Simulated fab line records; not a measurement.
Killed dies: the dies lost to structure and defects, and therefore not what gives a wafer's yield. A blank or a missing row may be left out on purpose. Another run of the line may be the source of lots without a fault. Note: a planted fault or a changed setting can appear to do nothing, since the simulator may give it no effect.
fab line records -- flow nand-harc
record lots=11, wafers=33, last-day=24
route steps=1159 shown A_STAIRCASE@619 END@1159
lots with no fault: from the same line, run without faults
start-h: start of the lot's first displayed wafer, in hours after the record's first day -- wait-h: hours from the lot's prior step to this one -- " same as the row above -- L1.1+2: several wafers, shown together as one row -- - no value, or no start was given -- * or withheld: withheld -- < > ~ a bound
route shown NAME@n: NAME is a module with steps in the file, n the number in the route of the first one -- usual: mean/standard deviation taken from wafers without a fault -- same: alike in all rows -- chamber/n: place in a boat -- sites: readings site by site -- _std_site: the standard deviation of these -- _edge_site: outer sites' mean less inner sites' -- radius-mm: for every site, how far away it sits from the centre of the wafer -- mask NAME#n: copy n -- behind: the most recent tool/chamber to have shaped the wafer -- hold: why the lot was held/for how many hours/how that ended -- device: names the non-switching transistor (n, p or np) -- end of line: the route-end tests of the same wafers -- a step with no rows: only its recipe -- killed: dies lost to structure and defects at the first sort, not the wafer's yield -- map: a wafer's dies, x killed, . not, _ none there
set.NAME: the setting that was run; set.NAME@STEP: the one run at that earlier step -- model.NAME: the simulator's own value behind a step, which no gauge read
a sample of lots followed through the steps of the route, with each step as a table and each wafer as a row
services: the hour from which a tool's chamber was out of use, counted from the record's first day as start-h (under 0 if before that day), plus the number of hours and why
## steps
# step NHARC_A_STAIRCASE_ETCH_225
# recipe target-depth-a=1000, time-s=40.5, ion-energy-ev=400, c4f8-flow-sccm=20, o2-flow-sccm=10, ar-flow-sccm=withheld, rf-w=600, bias-w=1000, chemistry=C4F8/O2
# usual chamber-pressure-mTorr=24.999/0.023, oes-product-au=0.939/0.01, rf-vpp-V=897/5.9
lot.wafer,tool,chamber,start-h,wait-h,chamber-pressure-mTorr,oes-product-au,rf-hours-counter-h,rf-vpp-V
L513.1,rie-diel-02,0,-,-,24.997,0.952,39,906
L513.3,rie-diel-02,3,-,-,25.049,0.955,40,887
L513.6,rie-diel-02,3,-,-,25.010,0.941,-,887
L517.1,rie-diel-07,3,-,-,24.971,0.939,13,890
L517.6,rie-diel-07,0,-,-,25.050,0.968,-,906
L517.5,rie-diel-07,1,-,-,24.979,0.947,-,898
L516.4,rie-diel-08,2,-,-,24.994,0.950,60,888
L516.2,rie-diel-08,0,-,-,24.992,0.935,57,901
L516.6,rie-diel-08,1,-,-,24.964,0.961,-,900
L518.1,rie-diel-07,2,-,-,24.967,0.935,16,897
L518.4,rie-diel-07,0,-,-,24.988,0.934,16,906
L518.6,rie-diel-07,2,-,-,24.991,0.929,-,897
L520.3,rie-diel-02,2,-,-,25.010,0.940,39,898
L520.4,rie-diel-02,0,-,-,24.999,0.933,48,905
L520.5,rie-diel-02,2,-,-,24.955,0.942,-,897
L522.1,rie-diel-07,1,-,-,24.997,0.943,27,898
L522.6,rie-diel-07,1,-,-,24.995,0.926,-,897
L522.5,rie-diel-07,2,-,-,25.007,0.947,-,896
L524.2,rie-diel-02,1,-,-,24.982,0.933,62,899
L524.3,rie-diel-02,3,-,-,24.962,0.933,60,886
L524.6,rie-diel-02,2,-,-,24.982,0.936,-,896
L526.2,rie-diel-07,0,-,-,24.976,0.949,38,906
L526.4,rie-diel-07,2,-,-,24.983,0.935,41,896
L526.5,rie-diel-07,1,-,-,25.018,0.919,-,897
L532.2,rie-diel-08,3,-,-,24.977,0.944,24,899
L532.3,rie-diel-08,0,-,-,24.993,0.940,21,899
L532.5,rie-diel-08,2,-,-,25.010,0.944,-,886
L534.1,rie-diel-08,3,-,-,24.996,0.940,24,899
L534.4,rie-diel-08,1,-,-,25.022,0.933,23,899
L534.6,rie-diel-08,3,-,-,24.986,0.944,-,900
L533.1,rie-diel-07,1,-,-,25.015,0.934,52,898
L533.4,rie-diel-07,2,-,-,25.040,0.944,54,896
L533.2,rie-diel-07,0,-,-,24.980,0.952,50,903
# step NHARC_A_STAIRCASE_ETCH_227
# recipe target-depth-a=1000, time-s=40.5, ion-energy-ev=400, c4f8-flow-sccm=20, o2-flow-sccm=10, ar-flow-sccm=withheld, rf-w=600, bias-w=1000, chemistry=C4F8/O2
# usual chamber-pressure-mTorr=25.001/0.022, oes-product-au=0.939/0.01, rf-vpp-V=897/6
lot.wafer,tool,chamber,start-h,wait-h,chamber-pressure-mTorr,oes-product-au,rf-hours-counter-h,rf-vpp-V
L513.1,rie-diel-02,0,267.62,-,24.991,0.949,39,906
L513.3,rie-diel-02,1,267.62,-,25.022,0.944,40,899
L513.6,rie-diel-02,1,267.62,-,25.014,0.943,-,900
L517.1,rie-diel-07,2,272.66,-,25.001,0.934,14,897
L517.5,rie-diel-07,0,272.66,-,24.975,0.955,-,905
L517.6,rie-diel-07,1,272.66,-,25.034,0.930,-,897
L516.2,rie-diel-08,1,273.87,-,24.938,0.959,39,900
L516.4,rie-diel-08,3,273.87,-,24.990,0.949,51,898
L516.6,rie-diel-08,0,273.87,-,24.960,0.932,-,901
L518.4,rie-diel-07,3,281.05,-,25.020,0.945,16,889
L518.1,rie-diel-07,0,281.05,-,24.991,0.944,16,907
L518.6,rie-diel-07,0,281.05,-,25.015,0.934,-,907
L520.4,rie-diel-02,1,291.47,-,24.988,0.936,49,899
L520.3,rie-diel-02,3,291.47,-,25.010,0.948,49,885
L520.5,rie-diel-02,0,291.47,-,24.981,0.937,-,906
L522.1,rie-diel-07,3,308.65,-,25.011,0.915,24,887
L522.5,rie-diel-07,1,308.65,-,25.010,0.938,-,899
L522.6,rie-diel-07,2,308.65,-,24.966,0.915,-,898
L524.3,rie-diel-02,0,321.24,-,24.965,1.086,62,903
L524.2,rie-diel-02,3,321.24,-,25.024,0.918,61,887
L524.6,rie-diel-02,1,321.24,-,24.997,0.936,-,901
L526.2,rie-diel-07,2,337.67,-,25.032,0.939,41,896
L526.4,rie-diel-07,0,337.67,-,25.009,0.935,38,906
L526.5,rie-diel-07,2,337.67,-,25.005,0.939,-,895
L532.3,rie-diel-08,2,368.82,-,25.005,0.947,26,888
L532.2,rie-diel-08,3,368.82,-,24.979,0.948,24,898
L532.5,rie-diel-08,0,368.82,-,24.993,0.939,-,901
L534.1,rie-diel-08,3,369.33,-,25.005,0.958,24,898
L534.4,rie-diel-08,2,369.33,-,25.003,0.961,27,886
L534.6,rie-diel-08,0,369.33,-,25.017,0.949,-,899
L533.1,rie-diel-07,1,375.57,-,24.983,0.947,53,897
L533.4,rie-diel-07,2,375.57,-,25.032,0.943,54,898
L533.2,rie-diel-07,0,375.57,-,25.021,0.955,50,906
# step NHARC_A_STAIRCASE_TRIM_231
# recipe time-s=211.2, o2-flow-sccm=500, ar-flow-sccm=0, bias-w=0, chemistry=O2
# usual chamber-pressure-mTorr=59.99/0.05, drypump-motor-current-A=5.6/0.59, o2-flow-sccm=500.2/1.6, oes-product-au=1.000/0.0077, rf-vpp-V=57.8/0.91, showerhead-plenum-p-Torr=3.57/0.16, throttle-valve-pct=17.036/0.0089
lot.wafer,tool,chamber,start-h,wait-h,chamber-pressure-mTorr,drypump-motor-current-A,o2-flow-sccm,oes-product-au,rf-hours-counter-h,rf-vpp-V,showerhead-plenum-p-Torr,throttle-valve-pct
L513.1,rie-diel-02,1,-,-,59.98,5.3,498.9,0.999,40,57.9,3.63,17.053
L513.3,rie-diel-02,3,-,-,60.05,5.4,500.8,0.994,40,57.4,3.29,17.033
L513.6,rie-diel-02,3,-,-,59.99,5.4,500.6,1.003,-,55.7,3.29,17.043
L517.1,rie-diel-07,0,-,-,59.97,4.7,502.0,0.996,14,58.1,3.80,17.030
L517.6,rie-diel-07,3,-,-,59.95,5.8,501.2,0.996,-,57.1,3.33,17.036
L517.5,rie-diel-07,0,-,-,59.94,4.7,501.4,0.993,-,57.8,3.80,17.047
L516.4,rie-diel-08,1,-,-,60.02,6.5,498.6,1.000,39,59.6,3.62,17.042
L516.2,rie-diel-08,3,-,-,60.09,6.3,500.5,0.998,51,56.7,3.63,17.054
L516.6,rie-diel-08,1,-,-,60.05,6.4,501.3,1.003,-,57.5,3.62,17.064
L518.1,rie-diel-07,2,-,-,59.93,5.1,501.6,0.990,16,58.6,3.56,17.021
L518.4,rie-diel-07,0,-,-,60.04,4.8,499.4,1.001,16,58.9,3.80,17.027
L518.6,rie-diel-07,1,-,-,59.93,4.8,500.1,0.994,-,59.1,3.58,17.023
L520.3,rie-diel-08,2,-,-,60.00,6.3,500.5,1.010,65,57.7,3.32,17.040
L520.4,rie-diel-08,3,-,-,59.98,6.3,499.0,1.003,56,56.6,3.63,17.035
L520.5,rie-diel-08,1,-,-,59.94,6.5,502.8,1.022,-,59.0,3.61,17.030
L522.1,rie-diel-07,1,-,-,60.02,4.8,498.9,0.994,27,56.3,3.57,17.042
L522.6,rie-diel-07,2,-,-,60.02,5.1,499.8,1.002,-,57.4,3.55,17.037
L522.5,rie-diel-07,3,-,-,60.01,5.8,499.7,0.995,-,56.3,3.32,17.032
L524.3,rie-diel-08,2,-,-,59.99,6.3,502.5,1.004,6,57.1,3.31,17.048
L524.2,rie-diel-08,0,-,-,60.03,6.0,500.0,0.997,5,58.7,3.64,17.023
L524.6,rie-diel-08,2,-,-,60.07,6.3,501.6,1.007,-,57.8,3.31,17.032
L526.4,rie-diel-08,2,-,-,59.94,6.3,500.0,1.014,15,57.5,3.31,17.031
L526.2,rie-diel-08,1,-,-,60.03,6.4,499.4,1.005,12,58.5,3.61,17.036
L526.5,rie-diel-08,3,-,-,60.05,6.3,502.7,1.002,-,56.1,3.62,17.043
L532.3,rie-diel-07,3,-,-,59.99,5.8,501.5,0.992,48,57.2,3.31,17.043
L532.2,rie-diel-07,1,-,-,59.92,4.8,499.5,0.989,51,57.5,3.56,17.044
L532.5,rie-diel-07,0,-,-,60.02,4.8,499.8,1.002,-,59.7,3.78,17.041
L534.4,rie-diel-02,3,-,-,60.00,5.4,499.8,1.005,10,58.0,3.80,17.051
L534.1,rie-diel-02,0,-,-,60.09,5.7,501.7,0.993,11,57.7,3.76,17.039
L534.6,rie-diel-02,3,-,-,60.08,5.4,500.4,1.008,-,57.7,3.80,17.042
L533.4,rie-diel-07,1,-,-,60.00,4.8,498.4,0.983,53,58.8,3.56,17.051
L533.2,rie-diel-07,2,-,-,60.02,5.1,496.8,0.991,54,58.4,3.53,17.039
L533.1,rie-diel-07,0,-,-,60.01,4.8,501.9,0.999,50,57.3,3.78,17.024
# step NHARC_A_STAIRCASE_ETCH_234
# recipe target-depth-a=1000, time-s=40.5, ion-energy-ev=400, c4f8-flow-sccm=20, o2-flow-sccm=10, ar-flow-sccm=withheld, rf-w=600, bias-w=1000, chemistry=C4F8/O2
# usual chamber-pressure-mTorr=24.998/0.022, oes-product-au=0.940/0.011, rf-vpp-V=897/6.2
lot.wafer,tool,chamber,start-h,wait-h,chamber-pressure-mTorr,oes-product-au,rf-hours-counter-h,rf-vpp-V
L513.1,rie-diel-02,1,-,-,25.027,0.946,40,900
L513.3,rie-diel-02,3,-,-,24.980,0.932,41,885
L513.6,rie-diel-02,0,-,-,24.943,0.936,-,905
L517.1,rie-diel-07,2,-,-,25.024,0.940,14,898
L517.6,rie-diel-07,3,-,-,24.988,0.946,-,887
L517.5,rie-diel-07,0,-,-,24.951,0.943,-,906
L516.2,rie-diel-08,2,-,-,24.976,0.945,60,888
L516.4,rie-diel-08,3,-,-,25.039,0.957,51,900
L516.6,rie-diel-08,2,-,-,25.009,0.955,-,888
L518.1,rie-diel-07,3,-,-,24.962,0.946,17,888
L518.4,rie-diel-07,0,-,-,24.987,0.936,17,906
L518.6,rie-diel-07,2,-,-,24.985,0.942,-,896
L520.3,rie-diel-08,0,-,-,25.007,0.923,65,900
L520.4,rie-diel-08,2,-,-,24.978,0.932,67,888
L520.5,rie-diel-08,3,-,-,25.010,0.944,-,899
L522.1,rie-diel-07,1,-,-,25.030,0.930,28,898
L522.5,rie-diel-07,3,-,-,24.955,0.938,-,888
L522.6,rie-diel-07,0,-,-,25.027,0.950,-,905
L524.3,rie-diel-08,1,-,-,24.986,0.945,5,898
L524.2,rie-diel-08,2,-,-,25.049,0.947,6,887
L524.6,rie-diel-08,3,-,-,25.001,0.957,-,900
L526.2,rie-diel-08,1,-,-,24.962,0.972,13,898
L526.4,rie-diel-08,2,-,-,25.022,0.950,17,888
L526.5,rie-diel-08,0,-,-,24.978,0.944,-,900
L532.3,rie-diel-07,2,-,-,25.025,0.936,52,896
L532.2,rie-diel-07,0,-,-,24.991,0.937,48,904
L532.5,rie-diel-07,2,-,-,24.987,0.940,-,896
L534.1,rie-diel-02,3,-,-,24.984,0.960,10,905
L534.4,rie-diel-02,0,-,-,24.998,0.951,11,904
L534.6,rie-diel-02,0,-,-,24.974,0.951,-,904
L533.1,rie-diel-07,3,-,-,24.988,0.937,51,888
L533.2,rie-diel-07,0,-,-,24.990,0.933,50,905
L533.4,rie-diel-07,1,-,-,24.978,0.920,53,897
# step NHARC_END_SORT_01
# recipe temp-c=25
# usual killed-at-array=26/9.9, killed-at-other=0.8/1, killed-at-periphery=2.8/2.2, killed-dies=29/9.9, killed-open=3.2/1.8, killed-short=2.1/1.4
# same gross-dies=677
lot.wafer,tool,chamber,start-h,wait-h,hold,killed-at-array,killed-at-other,killed-at-periphery,killed-dies,killed-open,killed-short
L518.1,prober-02,0,480.93,2.5,-,39,0,2,41,6,1
L518.4,prober-02,0,483.31,3.4,-,31,2,0,33,3,1
L518.6,prober-02,0,484.90,4.0,-,43,1,0,44,6,1
L517.1,prober-01,0,480.99,2.5,-,23,1,2,26,5,2
L517.5,prober-01,0,484.19,3.7,-,14,1,3,18,3,4
L517.6,prober-01,0,484.99,4.0,-,27,0,2,29,3,4
L520.3,prober-02,0,498.12,3.1,-,24,0,1,25,4,3
L520.4,prober-02,0,498.94,3.4,-,16,1,1,18,2,3
L520.5,prober-02,0,499.75,3.7,-,17,2,0,19,1,0
L522.1,prober-02,0,504.44,2.5,-,43,0,1,44,3,1
L522.5,prober-02,0,507.66,3.7,-,30,2,2,34,0,1
L522.6,prober-02,0,508.46,4.0,-,31,0,3,34,4,0
L524.2,prober-01,0,520.74,2.8,await-dispo/2.6h/release,35,1,3,39,4,3
L524.3,prober-01,0,521.54,3.1,await-dispo/2.6h/release,674,0,2,676,2,1
L524.6,prober-01,0,523.94,4.0,await-dispo/2.6h/release,35,0,2,37,4,1
L534.1,prober-02,0,559.45,2.5,-,20,3,8,31,3,0
L534.4,prober-02,0,561.86,3.4,-,26,2,3,31,3,1
L534.6,prober-02,0,563.46,4.0,-,20,1,5,26,0,2
L532.2,prober-02,0,568.06,2.8,-,33,1,2,36,1,3
L532.3,prober-02,0,568.84,3.1,-,39,2,0,41,1,1
L532.5,prober-02,0,570.42,3.6,-,35,3,3,41,2,2
L533.1,prober-01,0,573.59,2.5,-,13,2,3,18,2,1
L533.2,prober-01,0,574.38,2.8,-,15,0,6,21,1,3
L533.4,prober-01,0,575.97,3.4,-,18,0,5,23,3,1
# killed by level:class
L518.1 A_CHANNEL_HOLE_D1:chamber-film-flake=17 A_SLIT:chamber-film-flake=11 A_STAIRCASE:chamber-film-flake=3 A_WL_FILL:geometric-particle:open=2 A_CONTACT:chamber-film-flake=2 P_CONTACT:geometric-particle:open=1 P_M0:geometric-particle:open=1 A_ONON_D1:geometric-particle:short=1
L517.1 A_CHANNEL_HOLE_D1:chamber-film-flake=12 A_CONTACT:chamber-film-flake=4 P_CONTACT:geometric-particle:open=2 A_STAIRCASE:chamber-film-flake=2 A_ONON_D1:geometric-particle:open=1 A_CONTACT:geometric-particle:short=1 A_CONTACT:geometric-particle:open=1 A_M0:geometric-particle:open=1
L518.4 A_CHANNEL_HOLE_D1:chamber-film-flake=12 A_SLIT:chamber-film-flake=12 A_CONTACT:geometric-particle:open=2 A_CONTACT:chamber-film-flake=2 THIN_TSV:chamber-film-flake=2 A_SGD_CUT:geometric-particle:short=1 A_WL_FILL:geometric-particle:open=1 A_STAIRCASE:chamber-film-flake=1
L517.5 A_CHANNEL_HOLE_D1:chamber-film-flake=8 A_CONTACT:chamber-film-flake=2 P_STI:geometric-particle:short=1 P_CONTACT:geometric-particle:short=1 P_CONTACT:geometric-particle:open=1 A_CHANNEL_FILL_D1:geometric-particle:short=1 A_BLC:geometric-particle:short=1 A_M0:geometric-particle:open=1
L518.6 A_SLIT:chamber-film-flake=16 A_CHANNEL_HOLE_D1:chamber-film-flake=12 A_CONTACT:chamber-film-flake=4 A_CONTACT:geometric-particle:open=3 A_STAIRCASE:chamber-film-flake=3 A_CHANNEL_FILL_D1:geometric-particle:open=2 A_CHANNEL_FILL_D1:geometric-particle:short=1 A_M1:geometric-particle:open=1
L517.6 A_CHANNEL_HOLE_D1:chamber-film-flake=8 A_STAIRCASE:chamber-film-flake=6 A_CONTACT:chamber-film-flake=6 A_CHANNEL_FILL_D1:geometric-particle:short=2 P_M0:geometric-particle:short=1 A_CHANNEL_FILL_D1:geometric-particle:open=1 A_SGD_CUT:geometric-particle:short=1 A_WL_FILL:geometric-particle:open=1
L520.3 A_CONTACT:chamber-film-flake=8 A_CONTACT:geometric-particle:open=3 A_CHANNEL_FILL_D1:chamber-film-flake=3 A_STAIRCASE:chamber-film-flake=3 A_SGD_CUT:geometric-particle:short=2 A_CHANNEL_HOLE_D1:chamber-film-flake=2 A_CHANNEL_FILL_D1:geometric-particle:short=1 A_WL_FILL:geometric-particle:open=1
L520.4 A_STAIRCASE:chamber-film-flake=4 A_CONTACT:chamber-film-flake=4 A_CHANNEL_FILL_D1:geometric-particle:short=2 A_CHANNEL_FILL_D1:geometric-particle:open=1 A_SGD_CUT:geometric-particle:short=1 A_CONTACT:geometric-particle:open=1 P_GATE:chamber-film-flake=1 A_ZERO_WELL:chamber-film-flake=1
L520.5 A_CONTACT:chamber-film-flake=7 A_STAIRCASE:chamber-film-flake=5 A_CHANNEL_HOLE_D1:chamber-film-flake=3 HYBRID_BOND:chamber-film-flake=2 A_BLC:geometric-particle:open=1 A_WL_FILL:chamber-film-flake=1
L522.1 A_CHANNEL_HOLE_D1:chamber-film-flake=17 A_SLIT:chamber-film-flake=14 A_SGD_CUT:chamber-film-flake=4 A_CONTACT:chamber-film-flake=2 A_ONON_D1:geometric-particle:short=1 A_BLC:geometric-particle:open=1 A_M0:geometric-particle:open=1 A_M1:geometric-particle:open=1
L522.5 A_CHANNEL_HOLE_D1:chamber-film-flake=12 A_SLIT:chamber-film-flake=6 A_STAIRCASE:chamber-film-flake=3 A_SGD_CUT:chamber-film-flake=3 P_STI:chamber-film-flake=2 A_ZERO_WELL:chamber-film-flake=2 THIN_TSV:chamber-film-flake=2 A_M0:geometric-particle:short=1
L522.6 A_SLIT:chamber-film-flake=12 A_CHANNEL_HOLE_D1:chamber-film-flake=10 A_SGD_CUT:chamber-film-flake=3 A_CONTACT:chamber-film-flake=2 P_CONTACT:geometric-particle:open=1 A_CHANNEL_HOLE_D1:geometric-particle:open=1 A_BLC:geometric-particle:open=1 A_M1:geometric-particle:open=1
L524.2 A_CHANNEL_HOLE_D1:chamber-film-flake=17 A_STAIRCASE:chamber-film-flake=10 A_CONTACT:chamber-film-flake=3 A_SGD_CUT:geometric-particle:short=2 P_M0:geometric-particle:open=1 A_SOURCE_PLATE:geometric-particle:short=1 A_CHANNEL_FILL_D1:geometric-particle:open=1 A_WL_FILL:geometric-particle:open=1
L524.3 A_STAIRCASE:area-etch=638 A_CHANNEL_HOLE_D1:chamber-film-flake=17 A_STAIRCASE:chamber-film-flake=12 A_CONTACT:chamber-film-flake=4 P_M1:geometric-particle:open=1 A_WL_FILL:geometric-particle:short=1 A_CONTACT:geometric-particle:open=1 P_GATE:chamber-film-flake=1
L524.6 A_CHANNEL_HOLE_D1:chamber-film-flake=19 A_CONTACT:chamber-film-flake=6 A_STAIRCASE:chamber-film-flake=5 P_GATE:chamber-film-flake=2 A_ONON_D1:geometric-particle:open=1 A_CHANNEL_FILL_D1:geometric-particle:open=1 A_WL_FILL:geometric-particle:short=1 A_CONTACT:geometric-particle:open=1
L534.1 A_CHANNEL_HOLE_D1:chamber-film-flake=15 P_M1:chamber-film-flake=5 A_STAIRCASE:chamber-film-flake=3 THIN_TSV:chamber-film-flake=3 P_GATE:geometric-particle:open=1 P_M0:geometric-particle:open=1 A_CONTACT:geometric-particle:open=1 P_ZERO_WELL:chamber-film-flake=1
L534.4 A_CHANNEL_HOLE_D1:chamber-film-flake=22 THIN_TSV:chamber-film-flake=2 P_CONTACT:geometric-particle:short=1 A_CHANNEL_HOLE_D1:geometric-particle:open=1 A_SGD_CUT:geometric-particle:open=1 A_WL_FILL:geometric-particle:open=1 P_GATE:chamber-film-flake=1 P_M1:chamber-film-flake=1
L534.6 A_CHANNEL_HOLE_D1:chamber-film-flake=15 P_M1:chamber-film-flake=3 A_CONTACT:chamber-film-flake=2 A_ONON_D1:geometric-particle:short=1 A_CHANNEL_FILL_D1:geometric-particle:short=1 P_ZERO_WELL:chamber-film-flake=1 P_GATE:chamber-film-flake=1 A_ZERO_WELL:chamber-film-flake=1
L532.2 A_SLIT:chamber-film-flake=20 A_CHANNEL_HOLE_D1:chamber-film-flake=6 P_CONTACT:geometric-particle:short=2 A_STAIRCASE:chamber-film-flake=2 A_WL_FILL:chamber-film-flake=2 A_ONON_D1:geometric-particle:open=1 A_WL_FILL:geometric-particle:short=1 A_CONTACT:chamber-film-flake=1
L532.3 A_SLIT:chamber-film-flake=20 A_CHANNEL_HOLE_D1:chamber-film-flake=10 A_WL_FILL:chamber-film-flake=3 A_STAIRCASE:chamber-film-flake=2 A_CONTACT:chamber-film-flake=2 A_CHANNEL_FILL_D1:geometric-particle:short=1 A_M1:geometric-particle:open=1 HYBRID_BOND:chamber-film-flake=1
L532.5 A_SLIT:chamber-film-flake=22 A_CHANNEL_HOLE_D1:chamber-film-flake=5 A_STAIRCASE:chamber-film-flake=4 THIN_TSV:chamber-film-flake=3 P_GATE:geometric-particle:short=1 P_M0:geometric-particle:open=1 A_ONON_D1:geometric-particle:open=1 A_M1:geometric-particle:short=1
L533.1 A_CHANNEL_HOLE_D1:chamber-film-flake=5 A_STAIRCASE:chamber-film-flake=3 P_M1:chamber-film-flake=2 THIN_TSV:chamber-film-flake=2 A_CONTACT:chamber-film-flake=2 P_CONTACT:geometric-particle:open=1 A_WL_FILL:geometric-particle:short=1 A_CONTACT:geometric-particle:open=1
L533.2 P_M1:chamber-film-flake=5 A_CHANNEL_HOLE_D1:chamber-film-flake=5 A_CONTACT:chamber-film-flake=4 A_STAIRCASE:chamber-film-flake=3 A_WL_FILL:geometric-particle:short=2 P_GATE:geometric-particle:open=1 A_M0:geometric-particle:short=1
L533.4 A_CHANNEL_HOLE_D1:chamber-film-flake=6 P_M1:chamber-film-flake=4 A_STAIRCASE:chamber-film-flake=4 A_CONTACT:chamber-film-flake=4 A_CONTACT:geometric-particle:open=2 P_ZERO_WELL:geometric-particle:short=1 A_M0:geometric-particle:open=1 A_M0:chamber-film-flake=1
## services
tool,chamber,start-h,hours,kind
rie-diel-02,2,253.28,25.0,repair
rie-diel-07,0,262.68,-,clean
rie-diel-07,1,262.68,-,clean
rie-diel-07,2,262.68,-,clean
rie-diel-07,3,262.68,-,clean
rie-diel-07,0,287.18,-,clean
rie-diel-07,1,287.18,-,clean
rie-diel-07,2,287.18,-,clean
rie-diel-07,3,287.18,-,clean
rie-diel-08,-,301.80,9.0,pm
rie-diel-07,0,311.68,-,clean
rie-diel-07,1,311.68,-,clean
rie-diel-07,2,311.68,-,clean
rie-diel-07,3,311.68,-,clean
rie-diel-07,0,336.18,-,clean
rie-diel-07,1,336.18,-,clean
rie-diel-07,2,336.18,-,clean
rie-diel-07,3,336.18,-,clean
rie-diel-02,3,338.36,6.1,repair
rie-diel-07,0,360.68,-,clean
rie-diel-07,1,360.68,-,clean
rie-diel-07,2,360.68,-,clean
rie-diel-07,3,360.68,-,clean
rie-diel-07,1,371.43,2.3,repair
## key
first-sign step=NHARC_A_STAIRCASE_ETCH_227, reading=oes-product-au, direction=up, sigmas=14, usual=0.939, struck=1.086
effect step=NHARC_END_SORT_01, reading=killed-at-array, direction=up, sigmas=65, usual=26, struck=674
more-kills-born-at NHARC_A_STAIRCASE_ETCH_227@rie-diel-02=638
met-at NHARC_A_STAIRCASE_ETCH_227
struck-lots L524
struck-wafers L524.3
later-rows-left-out L524.3
tester-left-out L524
not-acting-at NHARC_A_STAIRCASE_ETCH_225,NHARC_A_STAIRCASE_TRIM_231,NHARC_A_STAIRCASE_ETCH_234
onset-between 291.47 321.24
fault kind=process-parameter-drift, tool=rie-diel-02, chamber=0, onset-h=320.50, steps=NHARC_A_STAIRCASE_ETCH_227, channel=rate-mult, offset=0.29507, shape=step, end-h=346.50
# tester-left-out: of these lots the tester's yield and bins aren't shown, on N5 and GAA mostly nor the transistor test; their killed dies are dies lost to structure and defects alone, not to doping, threshold or leakage, so they don't give the yield
# later-rows-left-out: the simulator's readings of these wafers behind a module that went badly wrong aren't trusted and aren't shown, but for the sort
